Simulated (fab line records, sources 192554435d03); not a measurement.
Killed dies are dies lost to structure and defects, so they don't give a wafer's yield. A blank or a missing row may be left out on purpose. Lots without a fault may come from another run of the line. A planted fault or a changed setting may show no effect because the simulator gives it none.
fab line records | flow n5_finfet
record lots=9 wafers=26 last_day=20
route steps=1938 shown STI_FIN_REVEAL@190 DUMMY_GATE@219 BEOL_M4@1111 PASSIVATION@1936
lots that met no fault: from a run of the same line without faults
start_h: hours from the record's first day to the start of the lot's first wafer shown | wait_h: hours since the lot's step before | " the same as in the row above | L1.1+2: a row that stands for several wafers | - no value, or no start given | * or withheld: withheld | < > ~ a bound
route shown NAME@n: a module of which the file shows steps, and the number in the route of the first | usual: mean/standard deviation of fault-free wafers | same: alike in all rows | chamber/n: place in a boat | sites: the reading at each site | _std_site: their standard deviation | _edge_site: outer sites' mean less inner sites' | radius_mm: how far each site lies from the wafer's centre | mask NAME#n: copy n | behind: the tool/chamber that last shaped the wafer | hold: why the lot was held/for how many hours/how that ended | device: the transistor (n, p or np) that didn't switch | end of line: the same wafers' tests at the end of the route | a step without rows: its recipe alone | killed: dies lost to structure and defects at the first sort, not the wafer's yield | map: a wafer's dies, x killed, . not, _ none there
set.NAME: the setting as run; set.NAME@STEP: as run at that earlier step | model.NAME: the simulator's own value behind a step, which no gauge read
steps of the route over a sample of lots; a table a step, a row a wafer
services: from which hour (start_h, from the record's first day; less than 0 if before it) a tool's chamber was out of use, for how many hours, and why
## steps
# step N5_STI_FIN_REVEAL_ETCHBACK_08
# recipe chemistry=C4F6/O2 target=SiO2 target_depth_a=305 time_s=10.167 ion_energy_ev=250 pressure_mtorr=30 source_w=345 bias_w=185 Ar_flow_sccm=300 C4F6_flow_sccm=10 O2_flow_sccm=10
# usual bias_w=185.0/0.6 drypump_motor_current_A=5.8/0.56 oes_product_au=0.78/0.089 rf_vpp_V=664/7.1 showerhead_plenum_p_Torr=2.86/0.077 throttle_valve_pct=21.16/0.2
# columns lot.wafer tool chamber start_h wait_h bias_w drypump_motor_current_A oes_product_au rf_hours_counter_h rf_vpp_V showerhead_plenum_p_Torr throttle_valve_pct
L262.1 rie_diel-03 2 49.64 0.3 184.3 6.6 0.73 196 675 2.94 21.28
L262.3 " 0 " " 184.8 5.2 0.76 145 671 2.86 20.85
L262.4 " 3 " " 184.5 6.3 0.77 150 664 2.84 20.86
L265.1 rie_diel-04 3 64.48 0.3 184.4 6.0 0.74 176 662 2.96 20.98
L265.5 " 1 " " 184.5 6.2 0.84 - 668 2.89 21.51
L265.6 " 3 " " 185.4 6.0 0.73 - 662 2.96 20.98
L267.4 rie_diel-04 2 83.05 0.1 185.2 5.3 0.70 189 666 2.72 21.38
L267.5 " 0 " " 186.8 5.8 0.73 - 670 2.72 21.32
L267.6 " 3 " " 185.4 6.0 0.72 - 659 2.95 20.99
L268.2 rie_diel-03 0 84.70 0.2 185.3 5.2 0.75 157 668 2.86 20.86
L268.3 " 1 " " 185.0 4.9 0.91 33 659 3.00 21.10
L268.6 " 0 " " 185.4 5.2 0.74 - 669 2.86 20.86
L270.1 rie_diel-01 2 96.20 0.2 185.5 5.2 0.90 34 656 2.90 21.30
L270.3 " 3 " " 185.1 5.8 0.74 168 672 2.82 21.22
L270.5 " 2 " " 185.5 5.2 0.89 - 657 2.90 21.32
L277.1 rie_diel-03 0 137.34 0.2 185.0 5.2 0.74 167 669 2.85 20.88
L277.2 " 3 " " 185.0 6.3 0.75 169 664 2.83 20.89
L277.6 " 1 " " 184.8 4.9 0.89 - 659 3.00 21.12
L279.1 rie_diel-03 3 149.91 0.2 184.8 6.3 0.74 173 663 2.83 20.90
L279.2 " 1 " " 185.3 4.9 0.89 47 660 3.00 21.14
L282.1 rie_diel-04 0 167.07 0.2 185.1 5.7 0.71 205 669 2.71 21.37
L282.2 " 3 " " 185.4 6.0 0.71 204 659 2.94 21.02
L282.4 " 2 " " 184.1 5.3 0.69 214 664 2.71 21.40
L283.2 rie_diel-01 0 171.88 0.2 184.9 6.0 0.90 22 651 2.79 21.02
L283.3 " 3 " " 186.3 5.8 0.73 195 673 2.81 21.27
L283.5 " 3 " " 186.7 5.8 0.73 - 672 2.81 21.27
# step N5_STI_FIN_REVEAL_RECESS_09
# recipe chemistry=HF/NH3 target=SiO2 afs_cycles=11 target_depth_a=425 temp_c=30 sublimation_temp_c=180 sublimation_time_s=60
# usual drypump_motor_current_A=5.8/0.63
# columns lot.wafer tool chamber start_h wait_h drypump_motor_current_A
L262.1 vapor_etch-01 0 49.89 0.0 6.1
L262.3 " 0 " " 6.1
L262.4 " 1 " " 6.3
L265.1 vapor_etch-02 1 64.73 0.0 6.0
L265.5 " 1 65.79 1.1 6.0
L265.6 " 0 " " 4.8
L267.4 vapor_etch-01 1 83.88 0.6 6.4
L267.5 " 1 " " 6.4
L267.6 " 0 " " 6.1
L268.2 vapor_etch-02 1 84.95 0.0 6.1
L268.3 " 0 " " 4.8
L268.6 " 0 " " 4.8
L270.1 vapor_etch-02 0 96.46 0.0 4.8
L270.3 " 1 " " 6.0
L270.5 " 1 " " 6.0
L277.1 vapor_etch-02 1 137.60 0.0 6.1
L277.2 " 0 " " 4.8
L277.6 " 1 138.66 1.1 6.0
L279.1 vapor_etch-02 1 150.16 0.0 6.0
L279.2 " 0 " " 4.8
L282.1 vapor_etch-01 0 167.33 0.0 6.1
L282.2 " 1 " " 6.3
L282.4 " 0 " " 6.1
L283.2 vapor_etch-01 0 172.13 0.0 6.1
L283.3 " 1 " " 6.3
L283.5 " 1 " " 6.4
# step N5_STI_FIN_REVEAL_CD_MEAS_22
# recipe target_cd_nm=6.238 pitch_nm=28 polarity=line
# usual cd_nm=6.19/0.22
# columns lot.wafer tool chamber start_h wait_h cd_nm
L262.1 cd_sem-03 - 52.55 0.0 6.18
L262.3 " - " " 6.12
L262.4 " - " " 6.21
L265.1 cd_sem-03 - 67.40 0.0 6.24
L265.5 " - " " 5.86
L265.6 " - " " 6.19
L267.4 cd_sem-02 - 86.02 0.0 6.24
L267.5 " - " " 6.37
L267.6 " - " " 6.32
L268.2 cd_sem-03 - 87.62 0.0 6.45
L268.3 " - " " 6.10
L268.6 " - " " 6.43
L270.1 cd_sem-03 - 99.12 0.0 6.13
L270.3 " - " " 6.36
L270.5 " - " " 6.45
L277.1 cd_sem-02 - 140.44 0.0 5.87
L277.2 " - " " 6.17
L277.6 " - " " 6.38
L279.1 cd_sem-03 - 152.88 0.0 6.23
L279.2 " - " " 6.02
L282.1 cd_sem-01 - 170.23 0.0 6.21
L282.2 " - " " 5.84
L282.4 " - " " 6.36
L283.2 cd_sem-03 - 174.95 0.0 6.41
L283.3 " - " " 6.33
L283.5 " - " " 5.96
# step N5_STI_FIN_REVEAL_FIN_H_MEAS_10
# usual trench_depth_nm=51.9/0.7
# columns lot.wafer tool chamber start_h wait_h trench_depth_nm
L262.1 ocd-01 - 52.59 0.0 52.3
L262.3 " - " " 51.9
L262.4 " - " " 52.3
L265.1 ocd-02 - 67.43 0.0 52.1
L265.5 " - " " 52.4
L265.6 " - " " 52.2
L267.4 ocd-02 - 86.05 0.0 50.9
L267.5 " - " " 52.2
L267.6 " - " " 51.9
L268.2 ocd-02 - 87.65 0.0 52.1
L268.3 " - " " 51.7
L268.6 " - " " 52.2
L270.1 ocd-01 - 99.15 0.0 52.9
L270.3 " - " " 52.4
L270.5 " - " " 52.5
L277.1 ocd-02 - 140.47 0.0 43.5
L277.2 " - " " 42.8
L277.6 " - " " 53.4
L279.1 ocd-01 - 152.91 0.0 42.5
L279.2 " - " " 43.7
L282.1 ocd-02 - 170.26 0.0 51.4
L282.2 " - " " 50.6
L282.4 " - " " 50.1
L283.2 ocd-01 - 174.98 0.0 51.7
L283.3 " - " " 52.4
L283.5 " - " " 51.6
# step N5_DUMMY_GATE_THK_MEAS_05
# usual thk_nm=71.9/0.95
# columns lot.wafer tool chamber start_h wait_h thk_nm
L262.1 film_metro-02 - 56.85 0.1 71.9
L262.3 " - " " 72.4
L262.4 " - " " 72.8
L265.1 film_metro-02 - 71.70 0.1 70.5
L265.5 " - " " 71.7
L265.6 " - " " 72.0
L267.4 film_metro-02 - 91.99 0.1 70.0
L267.5 " - " " 70.5
L267.6 " - " " 70.5
L268.2 film_metro-01 - 92.77 0.2 71.8
L268.3 " - " " 73.5
L268.6 " - " " 73.4
L270.1 film_metro-01 - 103.64 0.2 73.2
L270.3 " - " " 72.1
L270.5 " - " " 72.5
L277.1 film_metro-01 - 144.74 0.1 71.5
L277.2 " - " " 71.7
L277.6 " - " " 72.5
L279.1 film_metro-01 - 157.52 0.1 73.3
L279.2 " - " " 70.9
L282.1 film_metro-02 - 174.73 0.2 70.2
L282.2 " - " " 71.8
L282.4 " - " " 71.9
L283.2 film_metro-01 - 179.32 0.1 71.8
L283.3 " - " " 72.4
L283.5 " - " " 72.6
# step N5_BEOL_M4_RC_MEAS_101
# usual DIBL_N=36.6/1.1 DIBL_P=36.7/1.5 IOFF_N=0.155/0.019 IOFF_N_85C=3.0/0.32 IOFF_N_LIN=0.072/0.0075 IOFF_P=0.208/0.025 IOFF_P_85C=3.6/0.37 IOFF_P_LIN=0.099/0.011 ION_N=673/8.5 ION_P=462/5.9 REXT_N=75.9/1.7 SS_N=71.6/0.58 SS_P=73.5/0.51 VT_N=250.7/2.4 VT_P=-251/3
# columns lot.wafer tool chamber start_h wait_h DIBL_N[mV/V] DIBL_P[mV/V] IOFF_N[nA/um] IOFF_N_85C[nA/um] IOFF_N_LIN[nA/um] IOFF_P[nA/um] IOFF_P_85C[nA/um] IOFF_P_LIN[nA/um] ION_N[uA/um] ION_P[uA/um] REXT_N[ohm.um] SS_N[mV/dec] SS_P[mV/dec] VT_N[mV] VT_P[mV]
L262.1 prober-02 0 238.15 0.0 34.9 32.8 0.140 2.8 0.069 0.178 3.1 0.091 673 464 75.6 71.2 72.9 250.1 -251
L262.3 " 0 " " 36.0 34.5 0.161 3.2 0.078 0.202 3.5 0.100 675 466 76.3 71.0 72.9 248.8 -252
L262.4 " 0 " " 35.5 34.1 0.154 3.0 0.075 0.193 3.4 0.097 670 457 77.3 70.9 73.0 249.8 -251
L265.1 prober-02 0 266.34 0.0 35.4 36.4 0.151 3.0 0.072 0.210 3.8 0.101 671 465 76.0 71.2 73.6 248.0 -250
L265.5 " 0 " " 36.5 38.0 0.175 3.5 0.082 0.231 4.1 0.108 682 470 74.6 72.3 73.7 250.3 -248
L265.6 " 0 " " 36.4 36.8 0.169 3.3 0.078 0.221 3.9 0.104 678 462 75.7 71.8 73.4 248.5 -249
L267.4 prober-01 0 276.12 0.5 38.0 37.6 0.171 3.3 0.075 0.246 4.2 0.117 662 462 74.7 71.5 73.6 251.7 -245
L267.5 " 0 " " 36.2 37.0 0.148 3.0 0.071 0.239 4.0 0.115 671 469 75.9 71.7 73.6 249.9 -246
L267.6 " 0 " " 38.2 38.8 0.170 3.3 0.078 0.265 4.4 0.123 665 467 75.2 71.8 73.6 247.1 -246
L270.1 prober-01 0 284.41 0.0 36.9 36.1 0.129 2.6 0.063 0.198 3.6 0.097 662 461 76.5 71.1 73.3 253.7 -251
L270.3 " 0 " " 38.4 37.5 0.147 2.9 0.068 0.207 3.7 0.101 671 459 75.6 72.1 73.3 254.0 -253
L270.5 " 0 " " 37.8 36.9 0.147 3.0 0.070 0.213 3.7 0.102 672 464 75.0 71.5 73.5 250.9 -250
L268.2 prober-02 0 289.93 0.2 37.0 35.6 0.130 2.6 0.063 0.205 3.6 0.100 664 461 77.8 71.1 73.8 253.9 -251
L268.3 " 0 " " 38.0 37.1 0.161 3.2 0.076 0.226 3.9 0.106 682 469 77.6 72.6 73.8 248.2 -250
L268.6 " 0 " " 37.6 36.7 0.149 3.0 0.071 0.218 3.8 0.104 666 463 77.7 70.4 73.6 248.0 -250
L279.1 prober-01 0 320.36 0.0 - 106.4 - - - 37.634 281.2 0.694 - 402 - - 157.0 - -247
L279.2 " 0 " " 102.9 71.0 18.327 167.4 0.300 8.925 83.6 0.306 591 401 80.4 148.5 123.5 251.7 -252
L277.1 prober-01 0 342.04 0.0 95.4 70.8 15.393 144.3 0.286 9.082 85.2 0.320 587 398 82.5 140.9 122.5 250.6 -251
L277.2 " 0 " " 109.9 73.1 26.036 225.3 0.392 10.160 94.0 0.337 590 398 82.1 154.3 122.7 248.7 -251
L277.6 " 0 " " 37.7 38.4 0.167 3.3 0.079 0.201 3.5 0.093 683 467 75.4 72.1 74.0 250.7 -252
L283.2 prober-02 0 366.56 0.2 36.8 36.1 0.155 3.0 0.076 0.218 3.7 0.105 681 469 74.2 72.4 73.6 247.5 -249
L283.3 " 0 " " 37.9 37.3 0.179 3.4 0.084 0.236 4.0 0.109 696 468 73.9 71.5 74.0 247.6 -251
L283.5 " 0 " " 34.4 32.9 0.123 2.5 0.062 0.166 3.0 0.086 668 455 74.2 71.7 72.3 252.1 -254
L282.1 prober-02 0 372.04 0.0 36.7 37.5 0.168 3.2 0.077 0.178 3.2 0.082 679 450 71.8 72.5 73.2 250.9 -256
L282.2 " 0 " " 36.7 37.0 0.166 3.2 0.074 0.170 3.1 0.080 671 443 72.3 71.5 72.9 251.7 -255
L282.4 " 0 " " 36.0 36.0 0.152 3.0 0.069 0.169 3.1 0.079 658 443 72.3 71.6 73.0 250.1 -256
# step N5_PASSIVATION_PROBE_49
# usual defect_limited_yield=91.2/1.4 killed_at_M0_to_M3=36/11 killed_at_M4_up=14/5.6 killed_at_contacts=12/5.9 killed_at_front_end=38/13 killed_at_other=3.5/2.7 killed_dies=104/17 killed_open=68/12 killed_short=34/8.2 sort_bin_4_leakage=0/0 sort_bin_5_function=5.1/0.95 sort_bin_6_memory=3.3/0.7 sort_n_pass=1076/17 sort_yield_pct=91.2/1.4
# same gross_dies=1180 killed_at_back_side=0 sort_bin_8_speed[%]=0
# columns lot.wafer tool chamber start_h wait_h defect_limited_yield[%] killed_at_M0_to_M3 killed_at_M4_up killed_at_contacts killed_at_front_end killed_at_other killed_dies killed_open killed_short sort_bin_4_leakage[%] sort_bin_5_function[%] sort_bin_6_memory[%] sort_n_pass sort_yield_pct[%]
L262.1 prober-02 - 343.91 0.0 93.1 40 8 9 22 2 81 52 29 0 4.3 2.3 1099 93.1
L262.3 prober-02 - 344.01 0.1 93.0 32 7 13 30 1 83 58 22 0 3.1 3.5 1097 93.0
L262.4 prober-02 - 344.06 0.2 93.6 33 10 5 24 4 76 42 33 0 3.4 2.7 1104 93.6
L265.1 prober-01 - 377.30 0.0 91.0 37 15 15 30 9 106 63 36 0 4.2 3.7 1074 91.0
L265.5 prober-01 - 377.50 0.2 92.5 37 13 19 18 1 88 60 26 0 4.8 2.4 1092 92.5
L265.6 prober-01 - 377.55 0.3 92.3 32 9 10 35 5 91 60 30 0 4.2 3.2 1089 92.3
L267.4 prober-02 - 390.65 0.6 92.0 27 20 19 25 3 94 74 19 0 4.7 3.1 1086 92.0
L267.5 prober-02 - 390.70 0.7 90.3 40 15 13 39 7 114 61 50 0 5.2 4.1 1066 90.3
L267.6 prober-02 - 390.75 0.7 90.3 28 17 19 36 15 115 72 43 0 5.9 3.5 1065 90.3
L270.1 prober-01 - 401.29 0.0 92.5 26 14 5 40 3 88 56 28 0 3.9 3.5 1092 92.5
L270.3 prober-01 - 401.39 0.1 91.6 32 15 6 43 3 99 61 35 0 4.7 3.3 1081 91.6
L270.5 prober-01 - 401.49 0.2 91.9 24 14 8 45 4 95 53 39 0 4.2 3.4 1085 91.9
L268.2 prober-02 - 403.41 0.1 90.3 39 15 25 36 0 115 72 39 0 5.3 4.1 1065 90.3
L268.3 prober-02 - 403.46 0.1 92.5 29 13 19 25 3 89 61 27 0 4.2 2.9 1091 92.5
L268.6 prober-02 - 403.61 0.3 89.7 49 9 7 51 6 122 76 43 0 6.4 3.7 1058 89.7
L279.1 prober-01 - 437.50 0.0 90.6 32 16 12 48 3 111 74 32 90.59 5.1 3.8 0 0
L279.2 prober-01 - 437.55 0.1 89.2 32 24 10 59 3 128 82 44 89.15 5.6 5.0 0 0
L277.1 prober-01 - 442.89 0.0 90.8 52 29 6 19 2 108 68 37 90.85 5.3 3.3 0 0
L277.2 prober-01 - 442.94 0.1 90.3 56 24 12 22 0 114 83 27 90.34 5.3 4.2 0 0
L277.6 prober-01 - 443.14 0.3 90.4 60 8 14 29 2 113 70 43 0 5.9 3.4 1067 90.4
L283.2 prober-02 - 464.76 0.1 91.5 29 21 12 37 1 100 70 25 0 4.7 3.6 1080 91.5
L283.3 prober-02 - 464.81 0.1 92.7 25 8 24 28 1 86 55 28 0 4.0 3.3 1094 92.7
L283.5 prober-02 - 464.91 0.2 91.9 33 4 19 39 1 96 61 32 0 5.0 2.4 1084 91.9
L282.1 prober-02 - 481.21 0.0 90.9 35 15 2 51 4 107 72 33 0 5.2 3.5 1073 90.9
L282.2 prober-02 - 481.26 0.1 89.8 44 16 11 49 0 120 78 41 0 6.0 3.4 1060 89.8
L282.4 prober-02 - 481.36 0.2 89.5 28 17 3 75 1 124 71 50 0 5.3 4.8 1056 89.5
# killed by level:class
L262.1 BEOL_M3:geometric_particle:open=12 BEOL_M0_SAQP:geometric_particle:short=11 MOL_CONTACT_COAG:geometric_particle:open=8 FIN_SAQP:geometric_particle:short=5 STI_FIN_REVEAL:geometric_particle:open=5 BEOL_M0_SAQP:geometric_particle:open=5 BEOL_M2:geometric_particle:open=3 BEOL_M3:geometric_particle:short=3
L262.3 BEOL_M2:geometric_particle:open=9 MOL_CONTACT_COAG:geometric_particle:open=9 BEOL_M3:geometric_particle:open=6 STI_FIN_REVEAL:geometric_particle:open=5 DUMMY_GATE:geometric_particle:open=5 GATE_CUT:geometric_particle:short=5 BEOL_M0_SAQP:geometric_particle:open=5 MOL_CONTACT_COAG:geometric_particle:short=4
L262.4 BEOL_M0_SAQP:geometric_particle:short=10 BEOL_M0_SAQP:geometric_particle:open=6 STARTING-WAFER:geometric_particle:open=5 BEOL_M1:geometric_particle:open=4 STI_FIN_REVEAL:geometric_particle:short=3 STI_FIN_REVEAL:geometric_particle:open=3 DUMMY_GATE:geometric_particle:open=3 MOL_CONTACT_COAG:geometric_particle:short=3
L265.1 MOL_CONTACT_COAG:geometric_particle:open=10 BEOL_M0_SAQP:geometric_particle:short=10 BEOL_M2:geometric_particle:open=8 BEOL_M1:geometric_particle:open=7 FIN_SAQP:geometric_particle:open=5 MOL_CONTACT_COAG:geometric_particle:short=5 BEOL_M0_SAQP:geometric_particle:open=5 HKMG_FIN:area_etch=5
L265.5 MOL_CONTACT_COAG:geometric_particle:open=14 BEOL_M1:geometric_particle:open=11 BEOL_M4:geometric_particle:open=7 BEOL_M0_SAQP:geometric_particle:open=6 BEOL_M0_SAQP:geometric_particle:short=6 BEOL_M1:geometric_particle:short=6 STI_FIN_REVEAL:geometric_particle:open=5 MOL_CONTACT_COAG:geometric_particle:short=5
L265.6 STI_FIN_REVEAL:geometric_particle:open=10 BEOL_M2:geometric_particle:open=9 MOL_CONTACT_COAG:geometric_particle:open=8 BEOL_M1:geometric_particle:open=6 BEOL_M0_SAQP:geometric_particle:short=5 FIN_SAQP:geometric_particle:short=4 BEOL_M3:geometric_particle:open=4 FIN_SAQP:geometric_particle:open=3
L267.4 MOL_CONTACT_COAG:geometric_particle:open=15 BEOL_M4:geometric_particle:open=12 BEOL_M3:geometric_particle:open=10 DUMMY_GATE:geometric_particle:open=7 BEOL_M2:geometric_particle:open=5 FIN_SAQP:geometric_particle:short=4 STI_FIN_REVEAL:geometric_particle:open=4 BEOL_M0_SAQP:geometric_particle:open=4
L267.5 MOL_CONTACT_COAG:geometric_particle:open=10 BEOL_M0_SAQP:geometric_particle:short=9 BEOL_M0_SAQP:geometric_particle:open=7 BEOL_M3:geometric_particle:open=7 FIN_SAQP:geometric_particle:short=6 FIN_SAQP:geometric_particle:open=5 DUMMY_GATE:geometric_particle:open=5 BEOL_M2:geometric_particle:open=5
L267.6 MOL_CONTACT_COAG:geometric_particle:open=15 BEOL_M0_SAQP:geometric_particle:short=7 BEOL_M4:geometric_particle:open=7 FIN_SAQP:geometric_particle:short=6 GATE_CUT:geometric_particle:short=6 ILD0:geometric_particle:open=5 BEOL_M0_SAQP:geometric_particle:open=5 PASS1_CAP:geometric_particle:short=5
L270.1 DUMMY_GATE:geometric_particle:open=9 BEOL_M0_SAQP:geometric_particle:open=8 FIN_SAQP:geometric_particle:open=6 GATE_CUT:geometric_particle:short=6 MOL_CONTACT_COAG:geometric_particle:open=5 BEOL_M3:geometric_particle:open=5 STARTING-WAFER:geometric_particle:short=5 BEOL_M1:geometric_particle:open=4
L270.3 BEOL_M2:geometric_particle:open=12 FIN_SAQP:geometric_particle:short=8 BEOL_M4:geometric_particle:open=7 GATE_CUT:geometric_particle:short=6 MOL_CONTACT_COAG:geometric_particle:open=6 DUMMY_GATE:geometric_particle:open=5 BEOL_M1:geometric_particle:open=5 BEOL_M3:geometric_particle:short=5
L270.5 FIN_SAQP:geometric_particle:short=9 GATE_CUT:geometric_particle:short=8 MOL_CONTACT_COAG:geometric_particle:open=7 DUMMY_GATE:geometric_particle:open=5 BEOL_M1:geometric_particle:open=5 BEOL_M4:geometric_particle:open=5 STARTING-WAFER:geometric_particle:open=5 ILD0:geometric_particle:open=4
L268.2 MOL_CONTACT_COAG:geometric_particle:open=19 FIN_SAQP:geometric_particle:open=10 BEOL_M0_SAQP:geometric_particle:open=10 BEOL_M0_SAQP:geometric_particle:short=9 GATE_CUT:geometric_particle:short=7 BEOL_M4:geometric_particle:open=6 BEOL_M2:geometric_particle:open=6 MOL_CONTACT_COAG:geometric_particle:short=5
L268.3 MOL_CONTACT_COAG:geometric_particle:open=13 BEOL_M4:geometric_particle:open=11 BEOL_M0_SAQP:geometric_particle:open=8 MOL_CONTACT_COAG:geometric_particle:short=6 STI_FIN_REVEAL:geometric_particle:open=5 BEOL_M0_SAQP:geometric_particle:short=5 BEOL_M3:geometric_particle:open=5 FIN_SAQP:geometric_particle:open=4
L268.6 BEOL_M0_SAQP:geometric_particle:open=14 BEOL_M0_SAQP:geometric_particle:short=12 STI_FIN_REVEAL:geometric_particle:open=10 BEOL_M3:geometric_particle:open=10 FIN_SAQP:geometric_particle:open=9 GATE_CUT:geometric_particle:short=8 MOL_CONTACT_COAG:geometric_particle:open=5 FIN_CUT:geometric_particle:open=4
L279.1 FIN_SAQP:geometric_particle:open=14 FIN_SAQP:geometric_particle:short=10 MOL_CONTACT_COAG:geometric_particle:open=10 STI_FIN_REVEAL:geometric_particle:open=9 BEOL_M2:geometric_particle:open=9 BEOL_M4:geometric_particle:open=5 BEOL_M0_SAQP:geometric_particle:open=5 BEOL_M1:geometric_particle:open=5
L279.2 FIN_SAQP:geometric_particle:open=20 BEOL_M4:geometric_particle:open=16 FIN_SAQP:geometric_particle:short=12 BEOL_M0_SAQP:geometric_particle:short=10 BEOL_M0_SAQP:geometric_particle:open=7 GATE_CUT:geometric_particle:short=7 BEOL_M3:geometric_particle:open=6 MOL_CONTACT_COAG:geometric_particle:open=6
L277.1 BEOL_M0_SAQP:geometric_particle:short=15 BEOL_M4:geometric_particle:open=14 BEOL_M0_SAQP:geometric_particle:open=11 BEOL_M3:geometric_particle:open=10 GATE_CUT:geometric_particle:short=5 BEOL_M1:geometric_particle:open=5 BEOL_M1:geometric_particle:short=5 MOL_CONTACT_COAG:geometric_particle:open=4
L277.2 BEOL_M1:geometric_particle:open=17 BEOL_M2:geometric_particle:open=10 BEOL_M3:geometric_particle:open=10 MOL_CONTACT_COAG:geometric_particle:open=8 BEOL_M4:geometric_particle:open=8 STARTING-WAFER:geometric_particle:short=5 FIN_SAQP:geometric_particle:open=4 MOL_CONTACT_COAG:geometric_particle:short=4
L277.6 BEOL_M0_SAQP:geometric_particle:open=15 BEOL_M0_SAQP:geometric_particle:short=13 BEOL_M3:geometric_particle:open=10 MOL_CONTACT_COAG:geometric_particle:open=10 BEOL_M1:geometric_particle:open=9 FIN_SAQP:geometric_particle:open=8 FIN_SAQP:geometric_particle:short=5 GATE_CUT:geometric_particle:short=4
L283.2 FIN_SAQP:geometric_particle:open=12 MOL_CONTACT_COAG:geometric_particle:open=11 BEOL_M4:geometric_particle:open=8 FIN_SAQP:geometric_particle:short=7 BEOL_M0_SAQP:geometric_particle:short=6 BEOL_M3:geometric_particle:open=6 DUMMY_GATE:geometric_particle:open=5 BEOL_M1:geometric_particle:open=5
L283.3 MOL_CONTACT_COAG:geometric_particle:open=20 BEOL_M0_SAQP:geometric_particle:short=9 STI_FIN_REVEAL:geometric_particle:open=5 BEOL_M0_SAQP:geometric_particle:open=5 FIN_SAQP:geometric_particle:short=4 BEOL_M2:geometric_particle:open=4 FIN_SAQP:geometric_particle:open=3 STI_FIN_REVEAL:geometric_particle:short=3
L283.5 MOL_CONTACT_COAG:geometric_particle:open=17 BEOL_M0_SAQP:geometric_particle:open=10 BEOL_M1:geometric_particle:open=7 BEOL_M0_SAQP:geometric_particle:short=7 FIN_SAQP:geometric_particle:short=6 FIN_SAQP:geometric_particle:open=6 STI_FIN_REVEAL:geometric_particle:open=6 GATE_CUT:geometric_particle:short=4
L282.1 STI_FIN_REVEAL:geometric_particle:open=15 BEOL_M0_SAQP:geometric_particle:open=9 BEOL_M0_SAQP:geometric_particle:short=8 FIN_SAQP:geometric_particle:open=7 FIN_SAQP:geometric_particle:short=6 BEOL_M1:geometric_particle:open=6 DUMMY_GATE:geometric_particle:open=5 BEOL_M3:geometric_particle:open=5
L282.2 STI_FIN_REVEAL:geometric_particle:open=17 BEOL_M0_SAQP:geometric_particle:open=12 FIN_SAQP:geometric_particle:short=11 BEOL_M0_SAQP:geometric_particle:short=11 BEOL_M4:geometric_particle:open=8 MOL_CONTACT_COAG:geometric_particle:open=6 BEOL_M2:geometric_particle:open=6 FIN_SAQP:geometric_particle:open=5
L282.4 STI_FIN_REVEAL:geometric_particle:open=26 FIN_SAQP:geometric_particle:short=15 BEOL_M0_SAQP:geometric_particle:open=9 BEOL_M4:geometric_particle:short=8 FIN_SAQP:geometric_particle:open=6 BEOL_M0_SAQP:geometric_particle:short=5 BEOL_M4:geometric_particle:open=5 STI_FIN_REVEAL:geometric_particle:short=4
## services
# columns tool chamber start_h hours kind
rie_diel-01 3 26.23 9.7 repair
rie_diel-04 0 59.40 5.4 repair
rie_diel-01 0 86.31 - clean
rie_diel-01 0 86.31 - consumable_replace:focus_ring
rie_diel-01 0 86.31 26.0 scheduled_down
rie_diel-01 0 86.31 26.0 vent_cycle
rie_diel-03 3 94.86 2.8 repair
rie_diel-04 - 116.95 2.8 pm
rie_diel-03 - 119.03 14.6 pm
rie_diel-01 1 135.93 - clean
rie_diel-01 1 135.93 - consumable_replace:focus_ring
rie_diel-01 1 135.93 17.1 scheduled_down
rie_diel-01 1 135.93 17.1 vent_cycle
## key
first_sign step=N5_STI_FIN_REVEAL_FIN_H_MEAS_10 reading=trench_depth_nm direction=down sigmas=13 usual=51.9 struck=43.1
effect step=N5_BEOL_M4_RC_MEAS_101 reading=IOFF_N direction=up sigmas=99+ usual=0.155 struck=19.919
effect step=N5_BEOL_M4_RC_MEAS_101 reading=IOFF_P direction=up sigmas=99+ usual=0.208 struck=16.450
effect step=N5_BEOL_M4_RC_MEAS_101 reading=IOFF_N_85C direction=up sigmas=99+ usual=3.0 struck=179.0
effect step=N5_BEOL_M4_RC_MEAS_101 reading=IOFF_P_85C direction=up sigmas=99+ usual=3.6 struck=136.0
effect step=N5_BEOL_M4_RC_MEAS_101 reading=SS_N direction=up sigmas=99+ usual=71.6 struck=147.9
effect step=N5_BEOL_M4_RC_MEAS_101 reading=SS_P direction=up sigmas=99+ usual=73.5 struck=131.4
effect step=N5_BEOL_M4_RC_MEAS_101 reading=DIBL_N direction=up sigmas=62 usual=36.6 struck=102.7
effect step=N5_BEOL_M4_RC_MEAS_101 reading=IOFF_N_LIN direction=up sigmas=34 usual=0.072 struck=0.326
effect step=N5_BEOL_M4_RC_MEAS_101 reading=IOFF_P_LIN direction=up sigmas=30 usual=0.099 struck=0.414
effect step=N5_BEOL_M4_RC_MEAS_101 reading=DIBL_P direction=up sigmas=29 usual=36.7 struck=80.3
effect step=N5_BEOL_M4_RC_MEAS_101 reading=ION_P direction=down sigmas=10 usual=462 struck=400
effect step=N5_BEOL_M4_RC_MEAS_101 reading=ION_N direction=down sigmas=9.9 usual=673 struck=589
effect step=N5_PASSIVATION_PROBE_49 reading=sort_bin_4_leakage direction=up sigmas=99+ usual=0 struck=90.23
met_at N5_STI_FIN_REVEAL_RECESS_09
struck_lots L277,L279
struck_wafers L277.1,L277.2,L279.1,L279.2
not_acting_at N5_STI_FIN_REVEAL_ETCHBACK_08,N5_STI_FIN_REVEAL_CD_MEAS_22,N5_DUMMY_GATE_THK_MEAS_05
onset_between 96.46 137.60
fault kind=process_parameter_drift tool=vapor_etch-02 chamber=- onset_h=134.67 steps=N5_STI_FIN_REVEAL_RECESS_09 channel=target_depth_a offset=-88.623 shape=step end_h=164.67 scope=struck_wafers_only acts_in=these_recipes_only stated=425
